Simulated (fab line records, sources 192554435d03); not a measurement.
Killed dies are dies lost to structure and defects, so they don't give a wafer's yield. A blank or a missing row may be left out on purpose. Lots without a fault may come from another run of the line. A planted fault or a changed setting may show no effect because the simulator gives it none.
Which tool did it? | flow n5_finfet | 12 lots, 36 wafers sampled, at 4 steps of a route of 1938

WHAT THE GAUGES READ, wafer by wafer
N5_GATE_CUT_INSPECT_15: inspects for defects (brightfield).
lot  | measured     | on                | raw_defect_count
L075 | day 4 17:10  | defect_inspect-01 | 242 146 90
L077 | day 5 08:09  | defect_inspect-02 | 113 120 103
L079 | day 5 22:10  | defect_inspect-01 | 168 185 160
L081 | day 6 14:05  | defect_inspect-02 | 75 120 125
L083 | day 6 18:48  | defect_inspect-02 | 97 100 134
L085 | day 7 04:11  | defect_inspect-01 | 174 87 151
L087 | day 7 16:29  | defect_inspect-01 | 107 121 134
L089 | day 8 02:58  | defect_inspect-01 | 139 162 192
L091 | day 8 15:41  | defect_inspect-02 | 206 162 173
L093 | day 9 04:43  | defect_inspect-02 | 115 131 133
L095 | day 9 18:14  | defect_inspect-02 | 86 129 120
L097 | day 10 05:50 | defect_inspect-02 | 139 194 224

WHICH TOOL RAN EACH LOT (tool, then ch and the chambers of the sampled wafers, then the start)
lot  | N5_HKMG_FIN_ETCH_67               | N5_HKMG_FIN_ETCHBACK_68           | N5_GATE_CUT_VAPOR_ETCH_60
L075 | rie_diel-04 ch 0,1, day 4 11:28   | rie_metal-03 ch 0,1, day 4 11:41  | rie_metal-01 ch 0,1, day 4 13:44
L077 | rie_diel-01 ch 0,1,2, day 5 02:26 | rie_metal-03 ch 0,1, day 5 02:43  | rie_metal-03 ch 0,1, day 5 04:46
L079 | rie_diel-01 ch 0,3, day 5 16:30   | rie_metal-03 ch 0,1, day 5 16:43  | rie_metal-02 ch 0,1, day 5 18:46
L081 | rie_diel-05 ch 1,3, day 6 08:17   | rie_metal-02 ch 0,1, day 6 08:30  | rie_metal-03 ch 0,1, day 6 10:34
L083 | rie_diel-05 ch 1,2,3, day 6 13:01 | rie_metal-02 ch 0,1, day 6 13:14  | rie_metal-02 ch 0,1, day 6 15:17
L085 | rie_diel-05 ch 0,1,2, day 6 22:32 | rie_metal-02 ch 0,1, day 6 22:45  | rie_metal-03 ch 0,1, day 7 00:47
L087 | rie_diel-05 ch 0,2,3, day 7 10:48 | rie_metal-01 ch 0,1, day 7 11:01  | rie_metal-01 ch 0,1, day 7 13:05
L089 | rie_diel-04 ch 0,1,3, day 7 21:07 | rie_metal-02 ch 0,1, day 7 21:22  | rie_metal-02 ch 0,1, day 7 23:24
L091 | rie_diel-04 ch 0,1,2, day 8 09:17 | rie_metal-02 ch 0,1, day 8 09:32  | rie_metal-02 ch 0,1, day 8 11:47
L093 | rie_diel-05 ch 2,3, day 8 21:13   | rie_metal-02 ch 0,1, day 8 21:26  | rie_metal-03 ch 0,1, day 8 23:28
L095 | rie_diel-04 ch 0,1, day 9 12:01   | rie_metal-03 ch 0,1, day 9 12:14  | rie_metal-01 ch 0,1, day 9 14:19
L097 | rie_diel-04 ch 0,1,2, day 9 23:54 | rie_metal-03 ch 0,1, day 10 00:09 | rie_metal-03 ch 0,1, day 10 02:11
- N5_HKMG_FIN_ETCH_67: etches SOC in N2/H2, stops on TiN, target depth 388.9 nm.
- N5_HKMG_FIN_ETCHBACK_68: etches the open film in Cl2/Ar, stops on HfO2, target depth 0.5 nm.
- N5_GATE_CUT_VAPOR_ETCH_60: etches HfO2 in BCl3/Cl2.

THE ANSWER, worked out from the rows above alone
Rule: what is usual is taken from the lots themselves. Put in order of their means at a reading, lots are off if they are a third of the lots or fewer, leave a main group of 4 or more, and stand apart from it by a gap of 3 or more times the standard deviation of the main group's means; of several such gaps the widest counts. A main group whose means are all the same, to the digits that the tables above print for the reading, isn't used. A lot without any number at a reading at which 4 lots or more have one is off too. The other lots that the step has rows for count as sound.
No lot is off at any reading shown: from this, nothing can be told.

WHAT THE SIMULATOR HAD PUT IN
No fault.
